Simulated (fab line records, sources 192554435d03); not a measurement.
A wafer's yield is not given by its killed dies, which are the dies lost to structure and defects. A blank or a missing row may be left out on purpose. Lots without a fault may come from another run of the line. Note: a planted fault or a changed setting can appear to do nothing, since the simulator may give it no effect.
fab line records | flow n5Finfet
record: lots: 4 wafers: 12 lastDay: 17
route steps=1938 shown BEOL_M3@938 BEOL_M4@1111 PASSIVATION@1936
lots untouched by any fault: they come from a run of this same line in which no faults occurred
startH: start of the lot's first displayed wafer, in hours after the record's first day | waitH: hours elapsed since this lot's preceding step | " as in the row above | L1.1+2: a single row standing in for several wafers | - no value present, or no start provided | * or withheld: withheld | < > ~ a bound
route shown NAME@n: names a module that has steps shown in the file, with the first one's number in the route | usual: mean and standard deviation over wafers with no fault | same: alike in all rows | chamber/n: place in a boat | sites: readings site by site | _std_site: how widely they spread, as a standard deviation | _edge_site: mean of outer sites minus mean of inner sites | radiusMm: for every site, how far away it sits from the centre of the wafer | mask NAME#n: copy n | behind: the tool/chamber that last shaped the wafer | hold: why the lot was held/for how many hours/how that ended | device: the transistor (n, p or np) that didn't switch | end of line: at the end of the route, the tests of the same wafers | for a step that has no rows: nothing shown but its recipe | killed: count of dies lost to structure and defects at first sort (not the wafer's yield) | map: per-die view of a wafer (x killed, . not killed, _ where there is no die)
set.NAME: the setting the step ran with; set.NAME@STEP: the setting that earlier step ran with | model.NAME: the simulator's own value behind a step, which no gauge read
certain route steps with their lots: each step a table, each wafer a row
services: from which hour (startH, from the record's first day; less than 0 if before it) a tool's chamber was out of use, for how many hours, and why
== steps ==
step: N5_BEOL_M3_COAT_05
recipe: resist: CAR-EUV spinRpm: 1500 resistThkNm: 30
step: N5_BEOL_M3_EBR_07
recipe: solvent: PGMEA ebrWidthMm: 1.5
step: N5_BEOL_M3_SOFTBAKE_06
recipe: tempC: 110 timeS: 60 resist: CAR-EUV
step: N5_BEOL_M3_EXPOSE_08
recipe: maskId: M3 na: 0.33 sourceShape: dipole sigmaInner: 0.369 sigmaOuter: 0.767 polarization: unpolarized doseMj: 33
step: N5_BEOL_M3_PEB_09
recipe: pebTempC: 100 pebTimeS: 60 resist: CAR-EUV
step: N5_BEOL_M3_DEVELOP_10
recipe: developTimeS: 30 developer: TMAH resist: CAR-EUV rinseLiquid: surfactantRinse dry: airSpin devTempC: 23
step: N5_BEOL_M3_DESCUM_16
recipe: chemistry: O2 timeS: 7 sourcePowerW: 50 biasPowerW: 20 pressureMtorr: 20 rfFrequencyHz: 2.712e+07 tempC: 40 resist: CAR-EUV o2FlowSccm: 225
step: N5_BEOL_M3_ETCH_74
recipe: chemistry: N2/H2 target: underlayer targetDepthA: 65 maskMaterial: CAR-EUV timeS: 5.2 ionEnergyEv: 200 pressureMtorr: 30 sourceW: 840 biasW: 150 n2FlowSccm: 200 h2FlowSccm: 200 ends: cleared
step: N5_BEOL_M3_ETCH_63
recipe: chemistry: CF4 target: SiARC targetDepthA: 156 maskMaterial: CAR-EUV timeS: 26 ionEnergyEv: 80 pressureMtorr: 40 sourceW: 545 biasW: 36 Ar_flow_sccm: 100 cf4FlowSccm: 100 ends: cleared
step: N5_BEOL_M3_ETCH_64
recipe: chemistry: N2/H2 target: SOC targetDepthA: 750 overetchA: 150 maskMaterial: SiARC tempC: 40 timeS: 112.5 ionEnergyEv: 200 pressureMtorr: 30 sourceW: 840 biasW: 150 n2FlowSccm: 200 h2FlowSccm: 200
usual: drypumpMotorCurrentA: 6.0/0.55 oesProductAu: 0.62/0.067 rfFwdPowerW: 836.5/2.6 rfVppV: 523.3/2.3 showerheadPlenumPTorr: 2.52/0.078 throttleValvePct: 17.86/0.27
columns lot.wafer tool chamber startH waitH drypumpMotorCurrentA oesProductAu rfFwdPowerW rfHoursCounterH rfVppV showerheadPlenumPTorr throttleValvePct
L340.1 rieDiel-06 0 197.35 0.0 6.1 0.62 837.3 118 524.7 2.55 17.88
L340.4 " 0 " " 6.1 0.61 832.1 - 521.8 2.55 17.85
L340.6 " 2 " " 4.9 0.57 834.4 - 523.2 2.50 17.96
L341.2 rieDiel-06 0 199.98 0.0 6.1 0.61 835.2 119 523.8 2.55 17.84
L341.5 " 3 " " 6.8 0.55 836.7 - 519.8 2.41 18.08
L341.6 " 2 " " 4.9 0.56 834.6 - 522.7 2.50 17.96
L354.1 rieDiel-06 3 282.00 0.0 6.8 0.75 841.6 7 528.5 2.72 17.67
L354.4 " 2 " " 4.9 0.55 836.4 245 523.5 2.49 18.02
L354.5 " 0 " " 6.1 0.60 837.1 - 523.3 2.54 17.91
L355.1 rieDiel-06 2 290.05 0.0 4.9 0.54 836.7 247 523.2 2.49 18.01
L355.2 " 0 " " 6.1 0.60 833.8 149 525.6 2.54 17.91
L355.4 " 3 " " 6.8 0.74 834.3 10 529.1 2.72 17.66
step: N5_BEOL_M3_STRIP_65
recipe: chemistry: N2/H2 tempC: 40 n2FlowSccm: 200 h2FlowSccm: 200 rfFrequencyHz: 6e+07
step: N5_BEOL_M3_STRIP_75
recipe: chemistry: N2/H2 tempC: 40 n2FlowSccm: 200 h2FlowSccm: 200 rfFrequencyHz: 6e+07
step: N5_BEOL_M3_STRIP_66
recipe: chemistry: CF4 resist: SiARC powerW: 300 biasPowerW: 75 pressureMtorr: 50 cf4FlowSccm: 150 rfFrequencyHz: 6e+07
step: N5_BEOL_M3_HM_OPEN_17
recipe: chemistry: Cl2/BCl3 targetDepthA: 200 overetchA: 60 target: TiN maskMaterial: SOC ionEnergyEv: 150 pressureMtorr: 10 icpW: 1000 biasW: 126 Cl2_flow_sccm: 53.25 bcl3FlowSccm: 21.75 Ar_flow_sccm: 25
step: N5_BEOL_M3_STRIP_19
recipe: chemistry: O2 powerW: 400 tempC: 40 pressureMtorr: 30 rfFrequencyHz: 6e+07 biasPowerW: 0 overashFraction: 0.2 o2FlowSccm: 225
step: N5_BEOL_M3_COAT_67
recipe: resist: SOC tempC: 250 timeS: 60 spinRpm: 1500 resistThkNm: 60
step: N5_BEOL_M3_COAT_68
recipe: resist: SiARC tempC: 220 timeS: 60 spinRpm: 1500 resistThkNm: 12
step: N5_BEOL_M3_COAT_76
recipe: resist: underlayer tempC: 205 timeS: 60 spinRpm: 1500 resistThkNm: 5
step: N5_BEOL_M3_COAT_22
recipe: resist: CAR-EUV spinRpm: 1500 resistThkNm: 30
step: N5_BEOL_M3_EBR_24
recipe: solvent: PGMEA ebrWidthMm: 1.5
step: N5_BEOL_M3_SOFTBAKE_23
recipe: tempC: 110 timeS: 60 resist: CAR-EUV
step: N5_BEOL_M3_EXPOSE_25
recipe: maskId: V2 na: 0.33 sourceShape: quasar sigmaInner: 0.2 sigmaOuter: 0.8 polarization: unpolarized defocusNm: 5 doseMj: 63
step: N5_BEOL_M3_PEB_26
recipe: pebTempC: 100 pebTimeS: 60 resist: CAR-EUV
step: N5_BEOL_M3_DEVELOP_27
recipe: developTimeS: 30 developer: TMAH resist: CAR-EUV rinseLiquid: surfactantRinse dry: airSpin devTempC: 23
step: N5_BEOL_M3_INSPECT_30
recipe: mode: adi inspectInstrument: brightfield
usual: rawDefectCount: 409/84
columns lot.wafer tool chamber startH waitH rawDefectCount
L340.1 defectInspect-01 - 198.12 0.1 454
L340.4 " - " " 401
L340.6 " - " " 394
L341.2 defectInspect-01 - 201.00 0.0 292
L341.5 " - " " 457
L341.6 " - " " 416
L354.1 defectInspect-02 - 282.75 0.1 1586
L354.4 " - " " 1561
L354.5 " - " " 1468
L355.1 defectInspect-01 - 290.95 0.1 1497
L355.2 " - " " 1589
L355.4 " - " " 1529
step: N5_BEOL_M3_DESCUM_33
recipe: chemistry: O2 timeS: 7 sourcePowerW: 50 biasPowerW: 20 pressureMtorr: 20 rfFrequencyHz: 2.712e+07 tempC: 40 resist: CAR-EUV o2FlowSccm: 225
step: N5_BEOL_M4_RC_MEAS_101
usual: DIBL_N: 36.0/2.5 DIBL_P: 36.3/2.8 IOFF_N: 0.16/0.042 IOFF_P: 0.21/0.045 ION_N: 673/15 ION_P: 463/8.1 SS_N: 71.4/0.73 SS_P: 73.3/0.92 VT_N: 251/4.1 VT_P: -250/3.4
columns lot.wafer tool chamber startH waitH DIBL_N[mV/V] DIBL_P[mV/V] IOFF_N[nA/um] IOFF_P[nA/um] ION_N[uA/um] ION_P[uA/um] SS_N[mV/dec] SS_P[mV/dec] VT_N[mV] VT_P[mV]
L340.1 prober-01 0 213.51 0.0 36.9 37.7 0.18 0.21 674 461 71.4 73.8 249 -254
L340.4 " 0 " " 37.2 38.0 0.19 0.21 679 460 71.7 74.5 250 -251
L340.6 " 0 " " 38.4 39.2 0.21 0.24 687 467 72.4 74.6 247 -251
L341.2 prober-01 0 217.71 0.2 35.0 35.6 0.16 0.23 688 475 71.1 73.4 247 -248
L341.5 " 0 " " 35.0 37.4 0.17 0.25 682 476 70.8 72.8 246 -247
L341.6 " 0 " " 31.8 31.5 0.11 0.18 652 463 69.8 71.6 253 -250
L354.1 prober-01 0 299.59 0.0 35.6 36.0 0.15 0.21 683 469 70.7 72.5 250 -247
L354.4 " 0 " " 36.3 37.6 0.15 0.23 663 458 71.0 72.7 251 -248
L354.5 " 0 " " 34.6 35.3 0.13 0.20 664 457 70.6 72.3 251 -249
L355.1 prober-02 0 310.06 0.0 35.3 35.4 0.15 0.22 668 465 70.7 72.9 253 -248
L355.2 " 0 " " 35.9 35.4 0.14 0.20 659 458 71.0 73.5 254 -250
L355.4 " 0 " " 31.5 30.1 0.09 0.14 655 457 70.5 71.8 257 -257
step: N5_PASSIVATION_PROBE_49
usual: defectLimitedYield: 91.0/1.4 killed_at_M0_to_M3: 36/11 killed_at_M4_up: 13/5.4 killedAtContacts: 12/6.4 killedAtFrontEnd: 41/13 killedAtOther: 2.9/2.3 killedDies: 106/17 killedOnRim: 14/3.9 killedOpen: 70/12 killedShort: 34/8.4 sort_bin_5_function: 5.2/1 sort_bin_6_memory: 3.4/0.63 sortNPass: 1074/18 sortYieldPct: 91.0/1.6
same: grossDies: 1180 killedAtBackSide: 0 sort_bin_4_leakage[%]: 0 sort_bin_8_speed[%]: 0
columns lot.wafer tool chamber startH waitH defectLimitedYield[%] killed_at_M0_to_M3 killed_at_M4_up killedAtContacts killedAtFrontEnd killedAtOther killedDies killedOnRim killedOpen killedShort sort_bin_5_function[%] sort_bin_6_memory[%] sortNPass sortYieldPct[%]
L340.1 prober-02 - 319.28 0.0 91.4 45 14 8 30 5 102 13 69 33 4.9 3.5 1078 91.4
L340.4 prober-02 - 319.43 0.2 89.1 43 10 10 63 3 129 22 85 44 6.4 4.2 1051 89.1
L340.6 prober-02 - 319.53 0.3 88.7 44 11 7 67 4 133 10 93 40 7.5 3.5 1047 88.7
L341.2 prober-02 - 322.91 0.1 91.0 47 8 14 37 0 106 9 70 34 4.7 3.6 1074 91.0
L341.5 prober-02 - 323.06 0.2 93.5 30 8 14 22 3 77 7 47 29 2.9 3.1 1103 93.5
L341.6 prober-02 - 323.11 0.3 90.9 54 11 10 30 2 107 14 69 30 5.2 2.7 1073 90.9
L354.1 prober-01 - 395.52 0.0 78.7 173 17 26 32 3 251 26 76 32 13.4 4.1 929 78.7
L354.4 prober-01 - 395.67 0.2 80.9 152 16 9 43 5 225 29 60 31 11.5 3.7 955 80.9
L354.5 prober-01 - 395.72 0.2 79.7 166 21 16 28 8 239 25 62 32 12.3 4.7 941 79.7
L355.1 prober-02 - 418.30 0.0 79.5 169 26 12 29 6 242 22 80 32 12.1 4.5 938 79.5
L355.2 prober-02 - 418.35 0.1 78.5 208 18 3 24 1 254 21 65 27 13.1 4.7 926 78.5
L355.4 prober-02 - 418.45 0.2 79.3 200 12 7 24 1 244 26 60 27 13.4 3.6 936 79.3
killed by level:class
L340.1 BEOL_M1:geometricParticle:open=17 STI_FIN_REVEAL:geometricParticle:open=8 BEOL_M0_SAQP:geometricParticle:open=6 BEOL_M0:geometricParticle:open=6 FIN_SAQP:geometricParticle:short=5 MOL_CONTACT_COAG:geometricParticle:open=5 BEOL_M2:geometricParticle:open=5 GATE_CUT:geometricParticle:short=4
L340.4 STI_FIN_REVEAL:geometricParticle:open=18 FIN_SAQP:geometricParticle:short=14 BEOL_M0:geometricParticle:open=10 BEOL_M1:geometricParticle:short=9 BEOL_M1:geometricParticle:open=9 MOL_CONTACT_COAG:geometricParticle:open=8 BEOL_M0_SAQP:geometricParticle:open=7 GATE_CUT:geometricParticle:short=6
L340.6 STI_FIN_REVEAL:geometricParticle:open=32 BEOL_M1:geometricParticle:open=11 STI_FIN_REVEAL:geometricParticle:short=10 FIN_SAQP:geometricParticle:short=8 BEOL_M0:geometricParticle:open=8 BEOL_M3:geometricParticle:open=7 MOL_CONTACT_COAG:geometricParticle:open=5 FIN_SAQP:geometricParticle:open=4
L341.2 BEOL_M0_SAQP:geometricParticle:open=17 BEOL_M0_SAQP:geometricParticle:short=13 FIN_SAQP:geometricParticle:open=10 MOL_CONTACT_COAG:geometricParticle:open=10 BEOL_M1:geometricParticle:open=9 FIN_SAQP:geometricParticle:short=5 MOL_CONTACT_COAG:geometricParticle:short=4 STARTING-WAFER:geometricParticle:open=4
L341.5 MOL_CONTACT_COAG:geometricParticle:open=12 BEOL_M0_SAQP:geometricParticle:short=9 BEOL_M1:geometricParticle:open=7 BEOL_M0_SAQP:geometricParticle:open=6 STARTING-WAFER:geometricParticle:open=5 FIN_SAQP:geometricParticle:open=3 STI_FIN_REVEAL:geometricParticle:open=3 BEOL_M1:geometricParticle:short=3
L341.6 BEOL_M0_SAQP:geometricParticle:open=16 BEOL_M0_SAQP:geometricParticle:short=13 BEOL_M1:geometricParticle:open=13 MOL_CONTACT_COAG:geometricParticle:open=9 HKMG_FIN:areaEtch=8 GATE_CUT:geometricParticle:short=6 STI_FIN_REVEAL:geometricParticle:open=5 BEOL_M3:geometricParticle:open=5
L354.1 BEOL_M3:unspecified=140 MOL_CONTACT_COAG:geometricParticle:open=19 STI_FIN_REVEAL:geometricParticle:open=10 BEOL_M4:geometricParticle:open=8 BEOL_M1:geometricParticle:open=7 FIN_SAQP:geometricParticle:open=6 FIN_SAQP:geometricParticle:short=6 MOL_CONTACT_COAG:geometricParticle:short=5
L354.4 BEOL_M3:unspecified=134 FIN_SAQP:geometricParticle:short=7 FIN_SAQP:geometricParticle:open=7 STI_FIN_REVEAL:geometricParticle:open=7 MOL_CONTACT_COAG:geometricParticle:open=6 BEOL_M3:geometricParticle:open=6 STARTING-WAFER:geometricParticle:open=6 DUMMY_GATE:geometricParticle:open=5
L354.5 BEOL_M3:unspecified=143 BEOL_M4:geometricParticle:open=13 MOL_CONTACT_COAG:geometricParticle:open=13 GATE_CUT:geometricParticle:short=7 FIN_SAQP:geometricParticle:open=6 BEOL_M0_SAQP:geometricParticle:short=6 BEOL_M2:geometricParticle:open=4 FIN_SAQP:geometricParticle:short=3
L355.1 BEOL_M3:unspecified=128 BEOL_M4:geometricParticle:open=16 MOL_CONTACT_COAG:geometricParticle:open=11 BEOL_M1:geometricParticle:open=11 FIN_SAQP:geometricParticle:open=8 BEOL_M0:geometricParticle:open=7 BEOL_M0_SAQP:geometricParticle:open=6 BEOL_M2:geometricParticle:short=5
L355.2 BEOL_M3:unspecified=159 BEOL_M2:geometricParticle:open=16 FIN_SAQP:geometricParticle:open=9 BEOL_M0_SAQP:geometricParticle:open=7 BEOL_M1:geometricParticle:open=7 BEOL_M0_SAQP:geometricParticle:short=5 FIN_SAQP:geometricParticle:short=4 BEOL_M0:geometricParticle:open=4
L355.4 BEOL_M3:unspecified=154 BEOL_M0_SAQP:geometricParticle:short=11 BEOL_M0_SAQP:geometricParticle:open=8 MOL_CONTACT_COAG:geometricParticle:open=7 BEOL_M1:geometricParticle:open=7 STI_FIN_REVEAL:geometricParticle:open=6 BEOL_M2:geometricParticle:open=5 BEOL_M3:geometricParticle:open=5
map L354.1 (x killed, . not)
_________________..x.........________________
______________.............xx..._____________
___________.......x.........x......__________
__________.......x........x...x....._________
________..................x......x...._______
_______..............x.............x...______
______...x......xx......................_____
_____.........x...x...x..................____
____.x.....x...x......................x...___
___x............x............x........x....__
___...........x..x........................x__
__..............x......x.x................x._
__x........x...x......x.........x..........._
_...x....x...x.......x.........xx...x........
_........x..x...................x...x........
_........x..x................x.x.............
_x.xx.x.....................x................
_.x..............x..........x...x............
_....x..x....x....xx...x.x.........x.........
_.................x.........x..............x.
_......x...............x.....................
__...........x.....xxx.....x..x............._
__.......x...x.x.x.x...........x....xx......_
___.........xxxxxxxxxxx.xx..........xx.....__
___....x....x.xxxxxxxxxxx........x.........__
____....x.xxxxxxxxxxxxxxx.....x...........___
_____....x.xxxxxxxxxxxxxx......x.......x.____
______..xxxxxxxxxxxxxxxxxx.............._____
_______.....xxxxxxxxxxxxxx.........x...______
________...xxxxxxxxxxxxxxxx......x...._______
__________.x.xxxxxxxxxxxxx.x.......x_________
___________xxxxxxxxxxxxx.x..x.x....__________
______________.xxxxxxx.x..x.x..._____________
_________________xxxxx.xx....________________
map L355.2 (x killed, . not)
_________________.x..........________________
______________..x.............x._____________
___________....x...............xx.x__________
__________........x......x....x..x.x_________
________...............x........x.x..._______
_______...........xx............x......______
______.x...............x................_____
_____...............x.....x.x............____
____......x.......x.......................___
___..x........x....x.......................__
___...x......x......xxx.........x.x.x......__
__............x.....x.................x....._
__.....x...x........x......................._
_........................x.x.....x...........
_.......x..x....x.......x..........x......x..
_.....................x.x....................
_..x................x.x.......xx.x...........
_.x.....xx...................................
_....................x.x.....................
_........x................x..................
_.........x.......x......xxx.xxxxxx.....x....
__............x.x..x...x.xxxxxxxxx.xx.x..x.._
__..........x.........x.xxxxxxxxxxxx........_
___....................xxxxxxxxxxxxxxxx....__
___..x......x....xx.xx.x.xxxxxxxxxxxxxx....__
____.......x...........xxxxxxxxxxxxxx.x.x.___
_____....x...........x.xxxxxxxxxxxxxxx...____
______.....x...........xxxxxxxxxxxxxxx.._____
_______.........x..x...xxxxxxxxxxxxxxx.______
________..........x....x.xxxxxxxxxxxxx_______
__________...............xxxxxxxxxxx_________
___________........x.....xx.xxxxxx.__________
______________...........xxxx..._____________
_________________.x....x.....________________
== services ==
columns tool chamber startH hours kind
rieDiel-06 1 200.94 9.8 repair
rieDiel-06 3 243.38 - clean
rieDiel-06 3 243.38 - consumableReplace:focusRing
rieDiel-06 3 243.38 - consumableReplace:showerhead
rieDiel-06 3 243.38 15.5 scheduledDown
rieDiel-06 3 243.38 15.5 ventCycle
== key ==
firstSign: step: N5_BEOL_M3_INSPECT_30 reading: rawDefectCount direction: up sigmas: 14 usual: 409 struck: 1538
effect: step: N5_PASSIVATION_PROBE_49 reading: killed_at_M0_to_M3 direction: up sigmas: 13 usual: 36 struck: 178
moreKillsBornAt: N5_BEOL_M3_ETCH_64@rieDiel-06: 858
metAt N5_BEOL_M3_ETCH_64
struckWafers L354.1,L354.4,L354.5,L355.1,L355.2,L355.4
onsetBetween 199.98 282.00
alsoFits time
fault: kind: chamberParticleSource tool: rieDiel-06 chamber: - onsetH: 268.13 steps: N5_BEOL_M3_ETCH_64 ratePerVisitCm2: 1.7427 endH: 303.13
